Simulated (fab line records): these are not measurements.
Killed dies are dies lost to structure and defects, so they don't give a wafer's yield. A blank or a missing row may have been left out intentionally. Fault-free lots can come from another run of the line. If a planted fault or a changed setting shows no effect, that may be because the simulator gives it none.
fab line records	flow nand_harc	part 1 of 2: steps 1 to 4 of 6
[record] lots = 19	wafers = 57	last_day = 26
route steps=1159 shown P_BONDPAD@368 A_STAIRCASE@550
lots with no fault: from the same line, run without faults
start_h: start of the lot's first displayed wafer, in hours after the record's first day	wait_h: how many hours have passed since the lot's step before this one	" repeats the value in the row above	L1.1+2: several wafers, shown together as one row	- no value, or no start given	* or withheld: withheld	< > ~ a bound
route shown NAME@n: a module of which the file shows steps, and the number in the route of the first	usual: mean/standard deviation of fault-free wafers	same: alike in all rows	chamber/n: place in a boat	sites: per-site readings	_std_site: standard deviation of those values	_edge_site: outer sites' mean less inner sites'	radius_mm: how far each site lies from the wafer's centre	mask NAME#n: copy n	behind: the tool/chamber that last shaped the wafer	hold: cause of the lot's hold/its duration in hours/its outcome	device: names the non-switching transistor (n, p or np)	end of line: the tests these same wafers got at the end of their route	a step with no rows: only its recipe	killed: count of dies lost to structure and defects at first sort (not the wafer's yield)	map: the dies of a wafer, with x for killed, . for not killed, _ for no die there
set.NAME: the setting as run; set.NAME@STEP: as run at that earlier step	model.NAME: the simulator's own value behind a step, which no gauge read
a sample of lots followed through the steps of the route, with each step as a table and each wafer as a row
services: a tool's chamber out of use, with start hour (start_h, from the record's first day; less than 0 if before it), hours out, and reason
[[steps]]
[step NHARC_P_BONDPAD_ETCH_37]
[recipe] target_depth_a = 600	overetch_a = 180	time_s = 65.91	ion_energy_ev = 200	n2_flow_sccm = 150	h2_flow_sccm = 150	ar_flow_sccm = 0	rf_w = 400	bias_w = 150	chemistry = N2/H2
[usual] bias_w = 150.0/0.44	chamber_pressure_mTorr = 30.003/0.029	drypump_motor_current_A = 5.6/0.59	oes_product_au = 1.008/0.012	rf_vpp_V = 430.9/2.3	showerhead_plenum_p_Torr = 2.06/0.078	throttle_valve_pct = 14.173/0.0093
lot.wafer	tool	chamber	start_h	wait_h	bias_w	chamber_pressure_mTorr	drypump_motor_current_A	oes_product_au	rf_hours_counter_h	rf_vpp_V	showerhead_plenum_p_Torr	throttle_valve_pct
L075.3	rie_diel-04	2	139.26	0.1	150.5	29.989	5.3	1.016	2	434.0	2.16	14.178
L075.4	"	3	"	"	149.5	29.998	6.5	0.985	2	431.8	2.09	14.186
L075.5	"	0	"	"	150.2	30.094	5.3	1.009	-	428.6	1.95	14.174
L076.1	rie_diel-12	0	139.64	0.2	149.9	29.998	5.7	0.996	38	429.3	2.04	14.168
L076.3	"	1	"	"	150.0	29.972	5.9	0.994	39	431.9	2.12	14.180
L076.6	"	3	"	"	150.2	29.989	6.0	0.983	-	432.2	2.12	14.168
L077.3	rie_diel-04	3	155.09	0.1	150.1	29.985	6.6	0.993	3	432.8	2.09	14.152
L077.6	"	2	"	"	149.9	30.032	5.3	1.014	-	433.4	2.16	14.182
L077.5	"	3	"	"	150.1	30.022	6.6	1.004	-	432.2	2.09	14.181
L079.3	rie_diel-07	0	161.73	0.1	149.9	30.000	6.7	0.993	35	429.0	1.98	14.176
L079.4	"	1	"	"	149.9	29.992	4.7	0.992	30	429.8	1.99	14.163
L079.2	"	2	"	"	149.3	30.046	5.9	0.995	18	434.3	2.16	14.173
L081.4	rie_diel-04	2	181.32	0.1	150.5	29.981	5.3	1.015	7	433.6	2.16	14.180
L081.6	"	1	"	"	149.4	29.995	5.0	1.020	-	429.9	2.00	14.160
L081.5	"	2	"	"	150.4	30.005	5.3	1.019	-	432.8	2.16	14.156
L083.1	rie_diel-04	3	187.12	0.1	149.9	29.964	6.5	0.986	7	431.5	2.09	14.172
L083.3	"	1	"	"	150.2	30.032	5.0	1.013	7	428.4	2.00	14.176
L083.5	"	0	"	"	150.4	29.985	5.3	1.019	-	428.5	1.95	14.175
L084.1	rie_diel-04	1	192.45	0.1	150.8	30.011	5.0	1.017	8	428.9	2.00	14.163
L084.3	"	2	"	"	149.8	30.047	5.3	1.023	8	433.3	2.16	14.172
L084.6	"	1	"	"	150.4	29.973	5.0	1.015	-	429.1	2.00	14.165
L085.3	rie_diel-07	0	204.82	0.2	149.0	29.953	6.6	1.006	52	427.5	1.97	14.176
L085.6	"	2	"	"	150.4	29.986	6.0	0.998	-	434.0	2.15	14.176
L085.4	"	1	"	"	150.5	29.985	4.7	1.004	-	430.0	1.99	14.172
L087.1	rie_diel-04	0	205.65	0.1	150.4	30.004	5.3	1.019	8	426.9	1.95	14.194
L087.3	"	1	"	"	149.6	30.027	5.0	1.013	8	429.7	2.00	14.170
L087.5	"	0	"	"	149.5	29.974	5.3	1.023	-	427.9	1.95	14.164
L086.3	rie_diel-04	0	205.82	0.1	150.2	30.017	5.3	1.016	8	427.6	1.95	14.179
L086.2	"	2	"	"	150.3	29.996	5.3	1.008	9	434.1	2.16	14.184
L086.4	"	3	"	"	150.6	30.019	6.5	0.999	9	432.3	2.09	14.178
L088.1	rie_diel-12	1	220.40	0.1	150.0	30.060	5.9	1.014	4	433.1	2.11	14.177
L088.2	"	2	"	"	149.5	29.959	6.2	0.993	2	434.4	2.16	14.185
L088.6	"	2	"	"	150.3	30.028	6.2	0.995	-	434.1	2.16	14.177
L090.1	rie_diel-04	2	229.51	0.1	150.7	29.986	5.3	0.999	11	432.9	2.15	14.180
L090.3	"	1	"	"	150.0	29.957	5.0	1.017	11	429.6	2.00	14.178
L090.6	"	2	"	"	150.2	29.944	5.3	1.007	-	434.0	2.15	14.186
L091.4	rie_diel-04	0	238.27	0.1	150.1	29.996	5.3	1.005	12	427.8	1.95	14.174
L091.3	"	1	"	"	149.8	29.947	5.0	1.020	12	428.8	2.00	14.173
L091.5	"	3	"	"	150.5	30.000	6.6	0.994	-	430.7	2.08	14.173
L094.4	rie_diel-04	3	243.53	0.5	149.4	29.995	6.6	0.995	13	432.9	2.08	14.163
L094.1	"	2	"	"	150.1	30.037	5.3	1.011	12	433.1	2.15	14.186
L094.6	"	0	"	"	149.7	30.014	5.3	1.012	-	428.8	1.95	14.169
L093.4	rie_diel-04	1	252.45	0.1	150.3	30.028	5.0	1.016	13	430.0	2.00	14.177
L093.5	"	1	"	"	149.5	29.968	5.0	1.023	-	428.6	2.00	14.182
L093.6	"	2	"	"	150.3	29.993	5.3	1.015	-	434.3	2.15	14.187
L092.3	rie_diel-04	2	253.13	0.1	150.5	29.992	5.3	1.010	13	433.5	2.15	14.176
L092.2	"	0	"	"	149.2	29.980	5.3	1.013	14	429.1	1.95	14.174
L092.5	"	1	"	"	149.8	30.039	5.0	1.009	-	429.2	2.00	14.165
L095.2	rie_diel-04	1	254.62	0.1	150.9	30.027	5.0	1.011	14	428.8	2.00	14.187
L095.1	"	3	"	"	151.1	29.976	6.5	0.993	14	431.8	2.08	14.179
L095.4	"	0	"	"	150.2	29.960	5.3	1.005	14	427.7	1.95	14.174
L096.3	rie_diel-04	0	260.50	0.1	149.8	29.987	5.3	1.013	14	427.6	1.95	14.162
L096.5	"	3	"	"	150.5	30.040	6.5	0.992	-	429.8	2.08	14.171
L096.6	"	0	"	"	149.0	30.014	5.3	1.029	-	427.7	1.95	14.180
L097.2	rie_diel-04	0	268.68	0.1	149.8	30.001	5.3	1.014	15	427.8	1.95	14.176
L097.1	"	2	"	"	150.3	29.997	5.3	1.004	14	433.9	2.15	14.161
L097.6	"	0	"	"	149.4	29.969	5.3	1.025	-	427.8	1.95	14.196
[step NHARC_A_STAIRCASE_TRIM_14]
[recipe] time_s = 211.2	o2_flow_sccm = 500	ar_flow_sccm = 0	bias_w = 0	chemistry = O2
[usual] chamber_pressure_mTorr = 60.00/0.058	drypump_motor_current_A = 5.9/0.58	oes_product_au = 1.003/0.01	rf_vpp_V = 58.0/0.88	showerhead_plenum_p_Torr = 3.58/0.13	throttle_valve_pct = 17.035/0.0088
[same] bias_w = 0
lot.wafer	tool	chamber	start_h	wait_h	chamber_pressure_mTorr	drypump_motor_current_A	oes_product_au	rf_hours_counter_h	rf_vpp_V	showerhead_plenum_p_Torr	throttle_valve_pct
L076.3	rie_diel-07	2	-	-	59.94	6.0	1.018	3	57.3	3.70	17.027
L076.1	"	0	"	"	59.98	6.7	0.985	3	58.1	3.42	17.036
L076.6	"	2	"	"	60.08	6.0	1.019	-	59.9	3.70	17.035
L075.4	rie_diel-07	1	-	-	60.03	4.7	1.005	3	58.6	3.44	17.036
L075.3	"	2	"	"	60.06	6.0	1.012	3	57.9	3.70	17.024
L075.5	"	0	"	"	60.07	6.7	0.992	-	57.7	3.42	17.033
L077.3	rie_diel-07	3	-	-	59.88	5.6	1.004	7	57.9	3.77	17.035
L077.6	"	2	"	"	60.00	6.0	1.016	-	57.7	3.69	17.020
L077.5	"	3	"	"	59.94	5.6	1.012	-	59.7	3.77	17.020
L079.2	rie_diel-12	2	-	-	60.04	6.2	1.012	18	58.9	3.71	17.055
L079.3	"	1	"	"	59.95	5.9	1.014	20	59.0	3.63	17.033
L079.4	"	1	"	"	60.05	5.9	1.011	-	58.5	3.63	17.021
L083.1	rie_diel-07	3	-	-	60.09	5.5	1.006	18	58.6	3.77	17.044
L083.3	"	1	"	"	60.04	4.8	1.007	20	56.5	3.43	17.050
L083.5	"	0	"	"	59.95	6.7	0.993	-	57.8	3.41	17.048
L081.4	rie_diel-12	3	-	-	59.97	5.9	1.001	27	58.6	3.62	17.039
L081.5	"	0	"	"	59.92	5.7	1.011	-	58.3	3.50	17.038
L081.6	"	1	"	"	60.02	5.9	0.996	-	57.4	3.63	17.037
L084.1	rie_diel-11	2	-	-	59.90	5.5	0.994	37	56.3	3.29	17.041
L084.3	"	3	"	"	59.95	6.6	1.004	38	58.0	3.61	17.024
L084.6	"	3	"	"	59.96	6.6	1.008	-	59.7	3.61	17.046
L086.4	rie_diel-12	3	-	-	59.99	6.0	1.004	35	58.6	3.62	17.044
L086.3	"	0	"	"	60.02	5.7	1.017	39	56.1	3.49	17.044
L086.2	"	1	"	"	60.01	5.9	0.995	37	57.3	3.63	17.027
L087.1	rie_diel-07	2	-	-	60.05	6.0	0.988	25	59.5	3.68	17.033
L087.3	"	3	"	"	59.85	5.5	1.004	25	57.4	3.76	17.033
L087.5	"	1	"	"	59.97	4.7	1.005	-	57.2	3.43	17.024
L085.3	rie_diel-12	1	-	-	60.05	5.9	1.000	38	58.1	3.63	17.044
L085.4	"	3	"	"	59.87	6.0	1.010	36	57.7	3.62	17.017
L085.6	"	1	"	"	60.02	5.9	0.998	-	57.7	3.63	17.044
L088.2	rie_diel-07	3	-	-	59.93	5.5	1.005	29	58.4	3.76	17.037
L088.1	"	2	"	"	60.00	6.0	1.005	29	57.7	3.68	17.040
L088.6	"	0	"	"	59.90	6.7	0.993	-	57.3	3.40	17.058
L090.3	rie_diel-07	1	-	-	59.97	4.7	1.002	37	58.5	3.42	17.029
L090.1	"	0	"	"	60.03	6.7	0.995	37	56.9	3.40	17.044
L090.6	"	2	"	"	60.03	5.9	1.006	-	58.3	3.68	17.029
L091.3	rie_diel-07	0	-	-	60.03	6.7	0.985	39	57.9	3.40	17.040
L091.4	"	1	"	"	59.98	4.7	0.996	39	57.6	3.42	17.030
L091.5	"	3	"	"	60.00	5.6	0.985	-	58.0	3.76	17.029
L094.1	rie_diel-12	1	-	-	60.08	5.9	1.010	48	59.7	3.62	17.045
L094.4	"	0	"	"	60.00	5.7	1.007	50	58.7	3.49	17.030
L094.6	"	1	"	"	60.10	5.9	1.002	-	58.9	3.62	17.041
L092.3	rie_diel-07	0	-	-	59.98	6.7	0.998	44	57.0	3.40	17.046
L092.2	"	2	"	"	59.97	6.0	1.021	39	57.8	3.67	17.045
L092.5	"	3	"	"	59.99	5.5	0.989	-	57.4	3.75	17.033
L095.2	rie_diel-12	1	-	-	60.14	5.9	0.998	50	57.6	3.62	17.022
L095.4	"	2	"	"	60.10	6.3	0.997	46	58.2	3.69	17.046
L095.1	"	0	"	"	59.95	5.7	1.018	52	58.3	3.49	17.043
L093.4	rie_diel-11	0	-	-	60.06	5.8	0.991	60	58.8	3.56	17.043
L093.5	"	3	"	"	59.98	6.6	0.994	-	59.6	3.60	17.050
L093.6	"	0	"	"	60.00	5.9	1.003	-	57.8	3.56	17.024
L096.3	rie_diel-07	3	-	-	60.01	5.6	1.004	45	58.5	3.75	17.039
L096.6	"	0	"	"	59.96	6.7	1.000	-	57.3	3.39	17.031
L096.5	"	1	"	"	59.98	4.7	1.011	-	58.0	3.42	17.036
L097.1	rie_diel-07	1	-	-	59.94	4.8	1.004	60	58.6	3.41	17.050
L097.2	"	2	"	"	60.02	6.0	1.004	54	56.7	3.67	17.040
L097.6	"	0	"	"	60.03	6.8	1.017	-	57.2	3.39	17.030
[step NHARC_A_STAIRCASE_ETCH_27]
[recipe] target_depth_a = 1000	time_s = 40.5	ion_energy_ev = 400	c4f8_flow_sccm = 20	o2_flow_sccm = 10	ar_flow_sccm = withheld	rf_w = 600	bias_w = 1000	chemistry = C4F8/O2
[usual] bias_w = 1000/3.2	chamber_pressure_mTorr = 24.997/0.025	oes_product_au = 0.945/0.01	rf_vpp_V = 898/4.8
lot.wafer	tool	chamber	start_h	wait_h	bias_w	chamber_pressure_mTorr	oes_product_au	rf_hours_counter_h	rf_vpp_V
L076.3	rie_diel-12	2	-	-	1002	24.985	0.946	13	902
L076.1	"	1	"	"	997	24.987	0.952	16	901
L076.6	"	3	"	"	1005	24.953	0.935	-	899
L075.3	rie_diel-11	1	-	-	1002	24.926	0.941	20	902
L075.4	"	0	"	"	997	25.020	0.956	20	898
L075.5	"	2	"	"	998	24.956	0.957	-	888
L077.3	rie_diel-07	2	-	-	1005	25.018	0.954	7	901
L077.6	"	2	"	"	999	24.947	0.948	-	901
L077.5	"	3	"	"	999	25.005	0.955	-	904
L079.2	rie_diel-12	2	-	-	1002	25.017	0.932	20	902
L079.4	"	0	"	"	1000	24.998	0.956	23	896
L079.3	"	1	"	"	997	25.018	0.945	22	901
L083.3	rie_diel-11	3	-	-	1001	24.972	0.942	36	899
L083.1	"	0	"	"	997	24.998	0.949	35	898
L083.5	"	3	"	"	996	24.984	0.944	-	900
L081.4	rie_diel-11	2	-	-	1000	24.993	0.948	35	888
L081.6	"	2	"	"	998	25.054	0.945	-	888
L081.5	"	3	"	"	1002	25.004	0.932	-	899
L084.3	rie_diel-11	3	-	-	1003	25.007	0.949	38	898
L084.1	"	1	"	"	1002	25.024	0.932	37	903
L084.6	"	3	"	"	1003	24.998	0.950	-	899
L086.3	rie_diel-12	1	-	-	999	24.975	0.941	38	899
L086.4	"	2	"	"	1002	24.985	0.939	34	902
L086.2	"	3	"	"	993	24.998	0.961	35	899
L087.3	rie_diel-07	2	-	-	998	25.010	0.936	26	902
L087.1	"	1	"	"	1006	24.988	0.943	29	892
L087.5	"	2	"	"	999	24.980	0.955	-	902
L085.4	rie_diel-12	2	-	-	1002	24.981	0.943	34	903
L085.3	"	3	"	"	1006	24.997	0.959	36	899
L085.6	"	0	"	"	998	25.011	0.960	-	893
L088.2	rie_diel-11	1	-	-	1005	24.997	0.929	49	902
L088.1	"	2	"	"	1003	25.046	0.950	50	886
L088.6	"	1	"	"	1001	24.996	0.929	-	900
L090.3	rie_diel-07	1	-	-	999	24.960	0.949	38	891
L090.1	"	2	"	"	1000	25.010	0.942	34	901
L090.6	"	0	"	"	1001	24.981	0.928	-	890
L091.4	rie_diel-11	3	-	-	1002	25.019	0.955	51	899
L091.3	"	0	"	"	995	25.000	0.948	55	897
L091.5	"	2	"	"	1001	24.971	0.939	-	887
L094.1	rie_diel-11	1	-	-	997	24.998	0.922	57	901
L094.6	"	0	"	"	996	25.054	0.943	-	897
L094.4	"	1	"	"	993	24.929	0.928	-	900
L092.2	rie_diel-12	3	-	-	999	24.980	0.942	49	898
L092.3	"	1	"	"	1007	24.987	0.963	51	899
L092.5	"	3	"	"	1003	25.064	0.953	-	899
L095.4	rie_diel-07	3	-	-	1000	24.998	0.935	39	903
L095.1	"	0	"	"	1001	24.981	0.950	45	891
L095.2	"	2	"	"	996	24.984	0.959	39	902
L093.4	rie_diel-12	3	-	-	1001	24.970	0.944	50	901
L093.6	"	3	"	"	1001	25.011	0.942	-	898
L093.5	"	0	"	"	1000	24.996	0.948	-	895
L096.3	rie_diel-12	2	-	-	996	25.014	0.934	53	902
L096.5	"	1	"	"	1008	25.011	0.941	-	899
L096.6	"	2	"	"	1000	24.984	0.928	-	902
L097.2	rie_diel-11	1	-	-	1003	24.994	0.933	10	902
L097.1	"	2	"	"	1000	24.984	0.938	9	906
L097.6	"	0	"	"	1004	24.975	0.966	-	896
[step NHARC_A_STAIRCASE_TRIM_198]
[recipe] time_s = 211.2	o2_flow_sccm = 500	ar_flow_sccm = 0	bias_w = 0	chemistry = O2
[usual] chamber_pressure_mTorr = 60.00/0.058	drypump_motor_current_A = 5.8/0.51	oes_product_au = 1.003/0.0098	rf_vpp_V = 57.9/0.87	showerhead_plenum_p_Torr = 3.57/0.13	throttle_valve_pct = 17.037/0.0095
[same] bias_w = 0
lot.wafer	tool	chamber	start_h	wait_h	chamber_pressure_mTorr	drypump_motor_current_A	oes_product_au	rf_hours_counter_h	rf_vpp_V	showerhead_plenum_p_Torr	throttle_valve_pct
L076.3	rie_diel-12	0	-	-	59.99	5.7	1.017	18	58.8	3.51	17.030
L076.1	"	1	"	"	60.10	5.9	1.020	17	57.9	3.64	17.029
L076.6	"	1	"	"	60.06	5.9	1.008	-	57.4	3.64	17.038
L075.3	rie_diel-11	1	-	-	59.94	5.5	0.983	21	57.5	3.69	17.034
L075.4	"	2	"	"	60.07	5.5	1.002	22	58.3	3.30	17.038
L075.5	"	0	"	"	59.94	5.8	0.999	-	56.6	3.58	17.051
L077.3	rie_diel-11	0	-	-	59.98	5.8	1.007	24	59.5	3.58	17.028
L077.6	"	0	"	"	60.00	5.8	1.009	-	59.1	3.58	17.018
L077.5	"	1	"	"	60.05	5.5	0.994	-	57.1	3.69	17.035
L079.2	rie_diel-11	2	-	-	60.07	5.5	1.013	27	56.5	3.29	17.037
L079.4	"	3	"	"	59.99	6.6	0.997	27	57.0	3.62	17.027
L079.3	"	0	"	"	60.02	5.8	1.004	26	59.0	3.58	17.035
L083.3	rie_diel-12	2	-	-	59.97	6.2	0.976	27	58.9	3.70	17.036
L083.1	"	3	"	"	60.01	6.0	1.001	29	57.7	3.62	17.039
L083.5	"	1	"	"	60.07	5.9	0.999	-	57.4	3.63	17.049
L081.4	rie_diel-07	2	-	-	59.98	5.9	0.995	20	58.1	3.69	17.052
L081.6	"	2	"	"	59.96	5.9	0.997	-	57.6	3.69	17.030
L081.5	"	3	"	"	59.96	5.6	1.010	-	58.8	3.76	17.032
L084.3	rie_diel-12	0	-	-	59.99	5.7	1.012	35	58.0	3.50	17.033
L084.1	"	1	"	"	59.94	5.9	0.987	34	59.2	3.63	17.029
L084.6	"	1	"	"	60.02	5.9	0.999	-	58.8	3.63	17.021
L086.3	rie_diel-12	3	-	-	60.00	6.0	1.011	36	57.3	3.62	17.024
L086.2	"	0	"	"	59.93	5.7	1.016	41	57.0	3.49	17.032
L086.4	"	2	"	"	59.99	6.2	0.991	34	58.9	3.70	17.041
L087.3	rie_diel-07	0	-	-	59.93	6.7	0.991	30	57.9	3.40	17.025
L087.1	"	2	"	"	60.00	6.0	1.007	27	58.7	3.68	17.042
L087.5	"	0	"	"	60.01	6.7	0.989	-	57.7	3.40	17.040
L085.4	rie_diel-12	0	-	-	59.99	5.8	1.012	42	57.5	3.49	17.048
L085.3	"	1	"	"	60.07	5.9	0.994	40	56.4	3.62	17.045
L085.6	"	0	"	"	59.94	5.7	1.015	-	58.5	3.49	17.015
L088.1	rie_diel-11	0	-	-	59.93	5.8	1.008	51	59.3	3.56	17.040
L088.2	"	1	"	"	59.95	5.5	0.976	52	58.8	3.67	17.033
L088.6	"	1	"	"	59.95	5.5	0.990	-	58.0	3.67	17.034
L090.1	rie_diel-12	2	-	-	60.06	6.2	1.003	41	58.2	3.70	17.034
L090.3	"	3	"	"	60.05	6.0	1.012	44	56.6	3.61	17.042
L090.6	"	0	"	"	59.84	5.7	1.016	-	57.7	3.49	17.051
L091.3	rie_diel-07	1	-	-	59.92	4.7	1.004	40	54.8	3.42	17.052
L091.4	"	2	"	"	60.03	5.9	1.000	36	58.3	3.68	17.044
L091.5	"	0	"	"	59.90	6.7	0.985	-	59.4	3.40	17.050
L094.1	rie_diel-11	0	-	-	60.05	5.8	1.000	59	55.9	3.56	17.036
L094.6	"	2	"	"	59.96	5.5	1.018	-	58.2	3.28	17.027
L094.4	"	1	"	"	60.02	5.5	0.983	-	58.1	3.67	17.045
L092.3	rie_diel-07	2	-	-	59.98	5.9	1.013	41	58.8	3.67	17.026
L092.2	"	0	"	"	59.91	6.6	1.002	46	58.0	3.40	17.021
L092.5	"	2	"	"	60.04	6.0	1.005	-	57.9	3.67	17.050
L095.2	rie_diel-07	2	-	-	60.02	5.9	0.995	41	58.3	3.67	17.027
L095.1	"	0	"	"	60.00	6.7	0.995	46	57.1	3.40	17.035
L095.4	"	1	"	"	60.00	4.8	1.007	46	57.6	3.42	17.048
L093.4	rie_diel-07	2	-	-	60.03	6.0	1.009	43	59.4	3.67	17.053
L093.6	"	3	"	"	59.86	5.6	0.989	-	58.6	3.75	17.038
L093.5	"	0	"	"	59.92	6.7	1.005	-	57.7	3.39	17.041
L096.3	rie_diel-07	2	-	-	60.03	6.0	1.016	48	57.6	3.67	17.038
L096.5	"	0	"	"	60.09	6.7	1.008	-	56.8	3.39	17.026
L096.6	"	1	"	"	60.01	4.7	1.009	-	57.7	3.41	17.053
L097.1	rie_diel-07	0	-	-	60.04	6.7	0.995	63	58.1	3.39	17.043
L097.2	"	1	"	"	60.01	4.7	1.007	63	57.1	3.41	17.033
L097.6	"	2	"	"	59.96	6.0	1.001	-	58.9	3.66	17.033
